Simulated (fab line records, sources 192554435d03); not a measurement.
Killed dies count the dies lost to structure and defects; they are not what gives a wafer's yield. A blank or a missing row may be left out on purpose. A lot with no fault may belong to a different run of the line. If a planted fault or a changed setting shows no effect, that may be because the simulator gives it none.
fab line records	flow n5Finfet	part 1 of 2: steps 1 to 3 of 6
record: lots: 22	wafers: 66	lastDay: 18
route steps=1938 shown BEOL_M0@721 BEOL_M1@775
lots that met no fault: taken from a fault-free run of the same line
startH: hours from the record's opening day to when the first of the lot's shown wafers began	waitH: hours from the lot's prior step to this one	" the same as in the row above	L1.1+2: a single row standing in for several wafers	- no value, or no start given	* or withheld: withheld	< > ~ a bound
route shown NAME@n: a module of which the file shows steps, and the number in the route of the first	usual: mean/standard deviation taken from wafers without a fault	same: alike in all rows	chamber/n: place in a boat	sites: readings site by site	_std_site: standard deviation across them	_edge_site: outer sites' mean less inner sites'	radiusMm: how far each site lies from the wafer's centre	mask NAME#n: copy n	behind: the last tool/chamber to shape the wafer	hold: reason for holding the lot/hours on hold/outcome of the hold	device: transistor that didn't switch, given as n, p or np	end of line: tests of these same wafers at the route's end	a step without rows: its recipe alone	killed: at the first sort, the dies lost to defects and structure; wafer yield is something else	map: the dies of a wafer, with x for killed, . for not killed, _ for no die there
set.NAME: the setting as run; set.NAME@STEP: as run at that earlier step	model.NAME: the simulator's own value behind a step, which no gauge read
one table for each step of the route and one row for each wafer, over a sample of lots
services: from which hour (startH, from the record's first day; less than 0 if before it) a tool's chamber was out of use, for how many hours, and why
== steps ==
step: N5_BEOL_M0_TRENCH_ETCH_107
recipe: chemistry: C4F6/O2	targetDepthA: 328	target: SiOC	timeS: 16.4	ionEnergyEv: 250	pressureMtorr: 30	sourceW: 355	biasW: 185	Ar_flow_sccm: 300	C4F6_flow_sccm: 10	O2_flow_sccm: 10
usual: drypumpMotorCurrentA: 5.6/0.46	oes_ar_750_au: 0.81/0.06	oesProductAu: 0.81/0.063	rfVppV: 665/14	showerheadPlenumPTorr: 2.83/0.081	throttleValvePct: 20.85/0.17
lot.wafer	tool	chamber	startH	waitH	drypumpMotorCurrentA	oes_ar_750_au	oesProductAu	rfHoursCounterH	rfVppV	showerheadPlenumPTorr	throttleValvePct
L074.3	rieDiel-02	1	116.46	0.0	6.1	0.77	0.78	118	656	2.75	20.92
L074.4	"	2	"	"	5.7	0.92	0.93	23	640	2.80	21.02
L074.6	"	1	"	"	6.1	0.78	0.78	-	658	2.75	20.93
L075.1	rieDiel-01	0	124.03	0.0	6.3	0.87	0.87	43	644	2.78	20.82
L075.3	"	2	"	"	5.6	0.77	0.80	-	677	2.87	20.82
L075.5	"	2	"	"	5.6	0.77	0.79	-	677	2.87	20.81
L076.3	rieDiel-04	2	130.87	0.0	4.7	0.92	0.92	25	674	2.89	20.54
L076.5	"	3	"	"	5.5	0.86	0.87	-	677	2.93	20.94
L076.6	"	0	"	"	6.1	0.89	0.91	-	668	2.81	20.85
L077.1	rieDiel-02	2	140.26	0.0	5.7	0.90	0.90	33	638	2.80	21.04
L077.2	"	1	"	"	6.1	0.77	0.76	127	658	2.75	20.96
L077.6	"	2	"	"	5.7	0.90	0.89	-	637	2.80	21.03
L078.3	rieDiel-02	1	143.66	0.0	6.1	0.77	0.77	129	658	2.75	20.95
L078.5	"	2	"	"	5.7	0.89	0.90	-	638	2.80	21.05
L078.6	"	1	"	"	6.2	0.77	0.77	-	656	2.75	20.94
L079.2	rieDiel-04	0	151.52	0.0	6.2	0.88	0.90	26	668	2.81	20.86
L079.3	"	3	"	"	5.5	0.85	0.86	43	677	2.92	20.96
L079.6	"	1	"	"	5.4	0.78	0.76	-	657	2.74	20.83
L080.1	rieDiel-04	3	157.89	0.0	5.5	0.85	0.85	45	676	2.92	20.97
L080.2	"	0	"	"	6.1	0.88	0.88	29	668	2.81	20.86
L080.3	"	2	"	"	4.7	0.89	0.89	35	674	2.89	20.54
L081.1	rieDiel-01	0	161.49	0.0	6.3	0.86	0.85	58	645	2.78	20.84
L081.3	"	3	"	"	6.2	0.77	0.79	107	682	2.76	20.83
L081.6	"	2	"	"	5.6	0.76	0.78	-	678	2.86	20.85
L082.4	rieDiel-04	3	164.77	0.0	5.5	0.85	0.85	47	677	2.92	20.97
L082.5	"	0	"	"	6.1	0.87	0.89	-	669	2.81	20.87
L082.6	"	1	"	"	5.4	0.78	0.76	-	657	2.73	20.84
L083.3	rieDiel-01	2	169.57	0.0	5.6	0.76	0.77	123	678	2.86	20.85
L083.4	"	0	"	"	6.2	0.85	0.84	-	643	2.78	20.86
L083.6	"	2	"	"	5.6	0.75	0.78	-	679	2.86	20.85
L084.1	rieDiel-02	2	179.17	0.0	5.7	0.87	0.89	48	639	2.79	21.06
L084.4	"	1	"	"	6.1	0.75	0.76	141	657	2.74	20.97
L084.6	"	3	"	"	5.9	0.76	0.77	-	683	2.98	20.57
L085.2	rieDiel-04	3	185.13	0.0	5.5	0.83	0.84	54	676	2.92	20.97
L085.3	"	2	"	"	4.7	0.88	0.88	43	674	2.89	20.59
L085.4	"	0	"	"	6.1	0.85	0.87	38	669	2.80	20.87
L086.1	rieDiel-01	0	192.19	0.0	6.2	0.84	0.82	71	644	2.77	20.87
L086.2	"	2	"	"	5.6	0.76	0.75	132	679	2.86	20.85
L086.3	"	3	"	"	6.2	0.76	0.78	119	680	2.76	20.83
L087.1	rieDiel-02	1	196.99	0.0	6.1	0.75	0.75	148	656	2.74	20.99
L087.4	"	2	"	"	5.7	0.86	0.87	54	637	2.79	21.07
L087.5	"	0	"	"	5.2	0.70	0.70	-	666	2.84	21.02
L089.3	rieDiel-04	1	205.40	0.0	5.4	0.76	0.75	150	655	2.73	20.85
L089.4	"	2	"	"	4.7	0.87	0.87	-	674	2.88	20.58
L089.6	"	1	"	"	5.4	0.76	0.75	-	655	2.73	20.86
L090.2	rieDiel-02	3	210.07	0.0	5.9	0.75	0.75	146	681	2.98	20.59
L090.4	"	0	"	"	5.2	0.69	0.69	207	667	2.84	21.04
L090.6	"	2	"	"	5.7	0.86	0.86	-	637	2.79	21.09
L093.2	rieDiel-04	3	229.98	0.0	5.5	0.82	0.83	65	677	2.91	21.00
L093.4	"	0	"	"	6.2	0.83	0.84	59	667	2.79	20.93
L093.5	"	3	"	"	5.5	0.82	0.83	-	676	2.91	20.98
L094.3	rieDiel-04	1	237.63	0.0	5.3	0.75	0.74	161	656	2.72	20.87
L094.4	"	3	"	"	5.5	0.82	0.82	68	678	2.91	21.00
L094.5	"	3	"	"	5.5	0.82	0.83	-	676	2.91	21.00
L092.1	rieDiel-02	1	240.88	0.0	6.1	0.73	0.73	165	655	2.73	21.00
L092.2	"	2	"	"	5.7	0.85	0.84	68	639	2.78	21.09
L092.5	"	3	"	"	5.9	0.75	0.74	-	683	2.97	20.62
L095.2	rieDiel-04	0	244.10	0.0	6.1	0.83	0.84	65	669	2.79	20.93
L095.3	"	3	"	"	5.5	0.82	0.82	71	677	2.91	21.00
L095.5	"	3	"	"	5.5	0.82	0.82	-	678	2.91	21.00
L096.2	rieDiel-04	1	250.14	0.0	5.4	0.75	0.74	166	656	2.72	20.88
L096.4	"	2	"	"	4.7	0.84	0.84	71	674	2.87	20.61
L096.6	"	2	"	"	4.7	0.84	0.84	-	676	2.87	20.60
L097.2	rieDiel-02	3	256.34	0.0	5.9	0.74	0.74	164	681	2.97	20.63
L097.3	"	0	"	"	5.3	0.69	0.68	222	667	2.83	21.04
L097.5	"	2	"	"	5.7	0.83	0.84	-	637	2.78	21.09
step: N5_BEOL_M1_STRIP_19
recipe: chemistry: O2	powerW: 400	tempC: 40	pressureMtorr: 30	rfFrequencyHz: 6e+07	biasPowerW: 0	overashFraction: 0.2	o2FlowSccm: 225
usual: drypumpMotorCurrentA: 5.80/0.25	oesProductAu: 0.79/0.084	rfVppV: 3.7/0.51	showerheadPlenumPTorr: 2.11/0.077	throttleValvePct: 16.63/0.28
same: biasPowerW: 0
lot.wafer	tool	chamber	startH	waitH	drypumpMotorCurrentA	oesProductAu	rfHoursCounterH	rfVppV	showerheadPlenumPTorr	throttleValvePct
L074.3	rieDiel-06	2	121.01	0.1	5.83	0.76	148	4.1	2.10	16.84
L074.4	"	3	"	"	5.86	0.89	35	3.7	2.04	16.20
L074.6	"	3	"	"	5.84	0.89	-	2.8	2.04	16.19
L075.1	rieDiel-06	2	132.72	0.2	5.85	0.76	152	4.1	2.10	16.84
L075.3	"	0	"	"	6.11	0.72	195	3.9	2.06	16.71
L075.5	"	2	"	"	5.81	0.76	-	3.6	2.10	16.85
L076.3	rieDiel-03	3	137.12	0.1	5.46	0.81	106	3.7	2.03	16.73
L076.5	"	2	"	"	5.70	0.92	-	5.3	2.23	16.27
L076.6	"	1	"	"	6.33	0.74	-	4.3	2.20	16.42
L077.1	rieDiel-05	2	146.03	0.1	6.09	0.71	187	4.3	1.98	16.87
L077.2	"	0	"	"	5.63	0.68	247	4.1	2.14	16.51
L077.6	"	2	"	"	6.03	0.72	-	4.5	1.98	16.87
L078.3	rieDiel-05	1	149.83	0.3	5.93	0.71	197	3.7	2.19	17.06
L078.5	"	0	"	"	5.64	0.68	-	4.1	2.13	16.52
L078.6	"	3	"	"	5.63	0.91	-	3.8	2.13	16.47
L079.2	rieDiel-03	0	158.20	0.1	5.59	0.92	27	3.7	2.16	16.52
L079.3	"	2	"	"	5.70	0.90	41	3.9	2.23	16.29
L079.6	"	3	"	"	5.46	0.79	-	3.1	2.03	16.75
L080.1	rieDiel-05	3	165.24	0.1	5.64	0.91	20	3.7	2.12	16.48
L080.2	"	1	"	"	5.91	0.71	203	3.6	2.18	17.06
L080.3	"	2	"	"	6.03	0.71	194	3.1	1.98	16.88
L081.1	rieDiel-06	3	169.77	0.1	5.87	0.87	50	3.1	2.03	16.22
L081.3	"	2	"	"	5.83	0.74	163	3.3	2.10	16.86
L081.6	"	1	"	"	5.41	0.76	-	3.4	2.19	16.79
L082.4	rieDiel-06	1	170.11	0.1	5.40	0.76	151	3.6	2.19	16.78
L082.5	"	3	"	"	5.87	0.87	-	3.3	2.03	16.23
L082.6	"	0	"	"	6.10	0.72	-	3.5	2.06	16.73
L083.3	rieDiel-05	1	177.01	0.1	5.89	0.70	207	3.6	2.18	17.09
L083.4	"	2	"	"	6.05	0.71	199	3.7	1.98	16.90
L083.6	"	2	"	"	6.06	0.71	-	3.3	1.98	16.90
L084.1	rieDiel-05	3	186.40	0.1	5.63	0.89	27	4.0	2.12	16.50
L084.4	"	0	"	"	5.64	0.97	3	3.5	2.13	16.08
L084.6	"	2	"	"	6.04	0.70	-	3.7	1.98	16.89
L085.2	rieDiel-03	0	192.97	0.1	5.59	0.90	40	3.8	2.16	16.55
L085.3	"	2	"	"	5.72	0.89	52	3.9	2.22	16.31
L085.4	"	2	"	"	5.72	0.89	-	2.8	2.22	16.32
L086.1	rieDiel-06	2	197.91	0.1	5.85	0.75	169	3.0	2.10	16.88
L086.2	"	3	"	"	5.86	0.85	59	3.9	2.03	16.23
L086.3	"	0	"	"	6.10	0.71	216	3.4	2.06	16.73
L087.1	rieDiel-05	0	202.57	0.2	5.61	0.95	9	3.5	2.13	16.08
L087.4	"	1	"	"	5.91	0.69	-	2.8	2.18	17.10
L087.5	"	0	"	"	5.63	0.95	-	3.1	2.13	16.09
L089.3	rieDiel-06	3	211.01	0.1	5.85	0.86	64	3.8	2.03	16.24
L089.4	"	2	"	"	5.83	0.74	173	3.1	2.09	16.88
L089.6	"	3	"	"	5.86	0.85	-	3.5	2.03	16.24
L090.2	rieDiel-03	2	218.25	0.2	5.70	0.87	60	3.5	2.22	16.32
L090.4	"	0	"	"	5.59	0.88	48	5.2	2.15	16.59
L090.6	"	3	"	"	5.45	0.79	-	3.2	2.02	16.80
L093.2	rieDiel-05	1	235.00	0.1	5.91	0.69	225	4.1	2.18	17.10
L093.4	"	2	"	"	6.05	0.69	217	4.7	1.97	16.92
L093.5	"	0	"	"	5.62	0.91	-	3.5	2.13	16.11
L094.3	rieDiel-06	2	244.95	0.1	5.85	0.74	185	3.0	2.09	16.89
L094.4	"	0	"	"	6.12	0.70	230	3.5	2.05	16.77
L094.5	"	0	"	"	6.13	0.69	-	4.1	2.05	16.75
L092.1	rieDiel-03	3	247.34	0.1	5.47	0.77	136	3.4	2.02	16.77
L092.2	"	2	"	"	5.73	0.86	69	4.6	2.22	16.34
L092.5	"	2	"	"	5.71	0.86	-	3.6	2.22	16.36
L095.2	rieDiel-06	1	251.08	0.2	5.42	0.74	177	3.7	2.18	16.84
L095.3	"	2	"	"	5.84	0.74	187	4.0	2.09	16.90
L095.5	"	1	"	"	5.42	0.75	-	3.7	2.18	16.83
L096.2	rieDiel-06	3	255.20	0.1	5.86	0.82	79	4.1	2.02	16.28
L096.4	"	1	"	"	5.42	0.75	-	3.2	2.18	16.83
L096.6	"	3	"	"	5.87	0.84	-	3.3	2.02	16.27
L097.2	rieDiel-05	3	263.42	0.2	5.65	0.84	47	4.1	2.11	16.53
L097.3	"	2	"	"	6.03	0.69	228	3.0	1.97	16.94
L097.5	"	2	"	"	6.00	0.68	-	3.7	1.97	16.94
step: N5_BEOL_M1_ETCH_69
recipe: chemistry: CF4	target: SiARC	targetDepthA: 156	maskMaterial: CAR-EUV	timeS: 26	ionEnergyEv: 80	pressureMtorr: 40	sourceW: 545	biasW: 36	Ar_flow_sccm: 100	cf4FlowSccm: 100	ends: cleared
usual: drypumpMotorCurrentA: 5.78/0.24	etchRfOnTimeS: 25.9/0.6	oesProductAu: 0.67/0.077	rfVppV: 184.3/1.3	showerheadPlenumPTorr: 2.16/0.07	throttleValvePct: 15.63/0.27
lot.wafer	tool	chamber	startH	waitH	drypumpMotorCurrentA	etchRfOnTimeS	oesProductAu	rfHoursCounterH	rfVppV	showerheadPlenumPTorr	throttleValvePct
L074.3	rieDiel-03	3	121.70	0.0	5.45	25.7	0.69	101	183.3	2.08	15.66
L074.4	"	3	"	"	5.45	25.8	0.70	-	182.7	2.08	15.65
L074.6	"	0	"	"	5.60	25.2	0.81	-	185.4	2.20	15.39
L075.1	rieDiel-05	2	133.41	0.0	6.03	26.3	0.60	183	183.1	2.05	15.92
L075.3	"	0	"	"	5.63	26.5	0.57	243	184.1	2.20	15.59
L075.5	"	1	"	"	5.91	26.4	0.60	-	183.5	2.22	15.90
L076.3	rieDiel-05	3	137.93	0.0	5.62	25.2	0.80	10	185.9	2.19	15.47
L076.5	"	0	"	"	5.61	26.5	0.57	-	184.5	2.20	15.59
L076.6	"	1	"	"	5.91	26.4	0.60	-	185.7	2.22	15.92
L077.1	rieDiel-05	1	146.59	0.0	5.90	26.2	0.60	195	185.1	2.22	15.93
L077.2	"	0	"	"	5.62	26.9	0.56	247	184.9	2.20	15.57
L077.6	"	2	"	"	6.04	26.3	0.60	-	182.4	2.05	15.92
L078.3	rieDiel-05	3	150.39	0.0	5.61	25.3	0.80	14	184.4	2.19	15.48
L078.5	"	3	"	"	5.61	24.9	0.80	-	184.9	2.19	15.48
L078.6	"	2	"	"	6.06	26.1	0.61	-	181.9	2.05	15.95
L079.2	rieDiel-05	3	158.77	0.0	5.60	25.1	0.79	17	183.6	2.19	15.50
L079.3	"	1	"	"	5.90	26.2	0.61	200	184.3	2.22	15.93
L079.6	"	3	"	"	5.62	25.2	0.79	-	186.1	2.19	15.49
L080.1	rieDiel-03	0	165.93	0.0	5.58	25.4	0.79	30	185.0	2.19	15.42
L080.2	"	1	"	"	6.32	27.2	0.61	159	184.8	2.22	15.28
L080.3	"	3	"	"	5.46	25.6	0.69	114	182.6	2.07	15.67
L081.1	rieDiel-05	2	170.46	0.0	6.09	26.2	0.60	197	183.5	2.05	15.94
L081.3	"	3	"	"	5.63	24.9	0.78	22	184.2	2.18	15.49
L081.6	"	1	"	"	5.89	26.1	0.59	-	184.6	2.21	15.95
L082.4	rieDiel-05	3	170.82	0.0	5.62	25.3	0.78	-	184.3	2.18	15.50
L082.5	"	1	"	"	5.88	26.3	0.59	-	185.0	2.21	15.93
L082.6	"	2	"	"	6.04	26.3	0.59	-	182.6	2.05	15.94
L083.3	rieDiel-03	2	177.70	0.0	5.69	25.3	0.76	46	185.4	2.28	15.31
L083.4	"	1	"	"	6.33	27.3	0.61	162	184.6	2.21	15.30
L083.6	"	3	"	"	5.47	25.8	0.68	-	184.1	2.07	15.72
L084.1	rieDiel-06	2	187.09	0.0	5.84	25.5	0.64	166	183.0	2.13	15.77
L084.4	"	3	"	"	5.83	25.7	0.74	56	183.2	2.08	15.15
L084.6	"	2	"	"	5.86	25.4	0.65	-	184.7	2.13	15.78
L085.2	rieDiel-06	1	193.54	0.0	5.40	25.9	0.64	158	184.9	2.22	15.66
L085.3	"	2	"	"	5.83	25.4	0.64	167	183.0	2.13	15.77
L085.4	"	0	"	"	6.10	25.9	0.61	214	184.2	2.13	15.79
L086.1	rieDiel-06	2	198.47	0.0	5.84	25.1	0.65	169	184.7	2.13	15.77
L086.2	"	0	"	"	6.10	25.9	0.61	216	183.7	2.13	15.80
L086.3	"	1	"	"	5.39	25.4	0.65	160	183.8	2.22	15.68
L087.1	rieDiel-05	1	203.46	0.0	5.91	25.9	0.59	217	185.8	2.21	15.97
L087.4	"	1	"	"	5.91	25.9	0.59	-	184.5	2.21	15.96
L087.5	"	2	"	"	6.04	26.0	0.59	-	181.7	2.04	15.97
L089.3	rieDiel-05	0	211.58	0.0	5.64	26.6	0.78	12	184.5	2.19	15.15
L089.4	"	1	"	"	5.88	26.4	0.58	219	186.0	2.21	15.98
L089.6	"	2	"	"	6.05	26.2	0.60	-	184.0	2.04	15.97
L090.2	rieDiel-06	3	218.94	0.0	5.87	25.7	0.72	66	183.2	2.07	15.19
L090.4	"	1	"	"	5.39	25.9	0.64	166	185.9	2.22	15.69
L090.6	"	2	"	"	5.83	25.1	0.65	-	183.9	2.13	15.78
L093.2	rieDiel-03	0	235.68	0.0	5.60	25.0	0.76	54	184.5	2.18	15.46
L093.4	"	1	"	"	6.27	27.3	0.59	182	182.5	2.21	15.32
L093.5	"	3	"	"	5.46	25.9	0.67	-	183.8	2.07	15.71
L094.3	rieDiel-06	3	245.64	0.0	5.85	25.7	0.72	75	182.1	2.07	15.19
L094.4	"	0	"	"	6.11	26.3	0.59	231	184.4	2.12	15.82
L094.5	"	1	"	"	5.42	25.8	0.64	-	184.8	2.21	15.69
L092.1	rieDiel-06	1	247.90	0.0	5.41	25.5	0.64	176	185.6	2.21	15.71
L092.2	"	0	"	"	6.07	26.0	0.60	232	183.6	2.12	15.84
L092.5	"	2	"	"	5.84	25.0	0.64	-	184.0	2.13	15.81
L095.2	rieDiel-03	3	251.65	0.0	5.47	25.5	0.67	137	183.3	2.06	15.73
L095.3	"	2	"	"	5.71	25.4	0.73	71	187.4	2.27	15.33
L095.5	"	0	"	"	5.62	25.2	0.75	-	185.1	2.18	15.47
L096.2	rieDiel-03	0	255.93	0.0	5.63	25.6	0.74	60	184.3	2.18	15.49
L096.4	"	3	"	"	5.43	26.2	0.66	139	183.1	2.06	15.74
L096.6	"	2	"	"	5.71	26.0	0.72	-	186.4	2.27	15.35
L097.2	rieDiel-05	3	264.51	0.0	5.64	25.3	0.74	48	184.1	2.18	15.53
L097.3	"	0	"	"	5.58	26.7	0.75	31	185.0	2.19	15.14
L097.5	"	3	"	"	5.62	25.5	0.74	-	184.3	2.18	15.55
